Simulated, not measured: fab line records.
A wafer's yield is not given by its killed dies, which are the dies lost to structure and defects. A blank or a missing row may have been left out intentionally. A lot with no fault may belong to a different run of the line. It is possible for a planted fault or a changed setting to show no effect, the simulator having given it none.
Split-lot experiment	flow n5Finfet	route with 1938 steps; 7 lots, 21 wafers read

## SPLIT DETAILS
At N5_BEOL_M3_COAT_22 (resist thk 30 nm), the setting spinRpm was moved away from the recipe's 1500 rpm on 8 of the 21 wafers read, by -9.1% to +9.1%. For the rest of the wafers, this setting stayed at what the recipe calls for.

## FROM THE SPLIT TO THE READING: what the file shows between them, 4 steps
- N5_BEOL_M3_EBR_24
- N5_BEOL_M3_SOFTBAKE_23: time 60 s
- N5_BEOL_M3_EXPOSE_25: exposes mask V2, defocus 5 nm
- N5_BEOL_M3_PEB_26: peb time 60 s

## THE READING
CAR-EUV_of_BEOL_M3_COAT_22.thkNm (the simulator's own value, which no gauge read), in nm, at N5_BEOL_M3_DEVELOP_27 (develop time 30 s). The file does not state a usual value for it. Here, 13 wafers ran the recipe; their average is 29.5 nm with a standard deviation of 0.092 nm.

wafer	tool, chamber at the split	spinRpm as run, rpm	against the recipe	CAR-EUV_of_BEOL_M3_COAT_22.thkNm, nm	against lot-mates on the recipe
L075.2	lithoTrack-05, 0	1500	recipe	29.4	-
L075.3	lithoTrack-05, 0	1500	recipe	29.4	-
L075.5	lithoTrack-05, 0	1636	+9.1%	28.2	-1.2
L085.1	lithoTrack-03, 0	1500	recipe	29.6	-
L085.4	lithoTrack-03, 0	1500	recipe	29.6	-
L085.6	lithoTrack-03, 0	1500	recipe	29.6	-
L084.3	lithoTrack-05, 0	1500	recipe	29.4	-
L084.5	lithoTrack-05, 0	1396	-6.9%	30.6	+1.2
L084.6	lithoTrack-05, 0	1396	-6.9%	30.6	+1.2
L090.3	lithoTrack-03, 0	1500	recipe	29.6	-
L090.4	lithoTrack-03, 0	1500	recipe	29.6	-
L090.5	lithoTrack-03, 0	1500	recipe	29.6	-
L093.3	lithoTrack-03, 0	1500	recipe	29.6	-
L093.4	lithoTrack-03, 0	1451	-3.3%	30.2	+0.6
L093.5	lithoTrack-03, 0	1451	-3.3%	30.2	+0.6
L096.2	lithoTrack-02, 0	1500	recipe	29.4	-
L096.3	lithoTrack-02, 0	1388	-7.5%	30.6	+1.2
L096.5	lithoTrack-02, 0	1388	-7.5%	30.8	+1.4
L092.1	lithoTrack-05, 0	1500	recipe	29.6	-
L092.3	lithoTrack-05, 0	1500	recipe	29.6	-
L092.4	lithoTrack-05, 0	1364	-9.1%	31	+1.4

FIT RESULTS
A straight line over all 21 wafers: CAR-EUV_of_BEOL_M3_COAT_22.thkNm changes by -0.155 nm for each +1% of spinRpm; r = -0.99; the points scatter about the line by 0.097 nm.
The same after taking each lot's own level away (the mean of its wafers on the recipe; 21 wafers): -0.158 nm for each +1%; r = -0.99; scatter 0.075 nm.
Per that fit: largest spinRpm move, reading shift of 1.4 nm.
The span of the lots' own levels, 29.40 to 29.60 nm, comes to 2.2 times the standard deviation stated above.
The two slopes agree, so the slope changes little with the lot-to-lot level.
Check: with one of the wafers moved furthest among these (+9.1%) left out of the fit, the line predicts -1.52 nm for it against its lot-mates. It came out at -1.2 nm against them.

## OTHER SPLITS ON THESE WAFERS
Before the reading, these wafers also passed through other splits. Each is held against what the fit with the lots' levels taken away leaves over:
other split on the same wafers	wafers away from the commonest value	r with CAR-EUV_of_BEOL_M3_COAT_22.thkNm (lot level and that fit taken away)
N5_BEOL_M0_SAQP_SPACER2_ALD_26 targetThkA	4	+0.00
N5_BEOL_M0_SAQP_COAT_69 spinRpm	7	+0.46
N5_BEOL_M1_PECVD_72 timeS	6	+0.28
N5_BEOL_M2_ALD_98 aldCycles	8	+0.22
N5_BEOL_M2_TRENCH_ETCH_37 sourceW	11	+0.00

## THE WHOLE CHAIN: every reading that the file lists as answering this split, in the file's order
step	what it does	reading	change (the file's fit)	r (the file's)
N5_BEOL_M3_COAT_22	resist thk 30 nm	CAR-EUV_of_BEOL_M3_COAT_22.thkNm (the simulator's own value, which no gauge read)	-0.146 nm for each +1% of the setting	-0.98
N5_BEOL_M3_DEVELOP_27	develop time 30 s	CAR-EUV_of_BEOL_M3_COAT_22.thkNm (the simulator's own value, which no gauge read)	-0.156 nm for each +1% of the setting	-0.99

## THE FILE'S OWN FIT
CAR-EUV_of_BEOL_M3_COAT_22.thkNm changes by -0.156 nm for each +1% of spinRpm, r = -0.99.
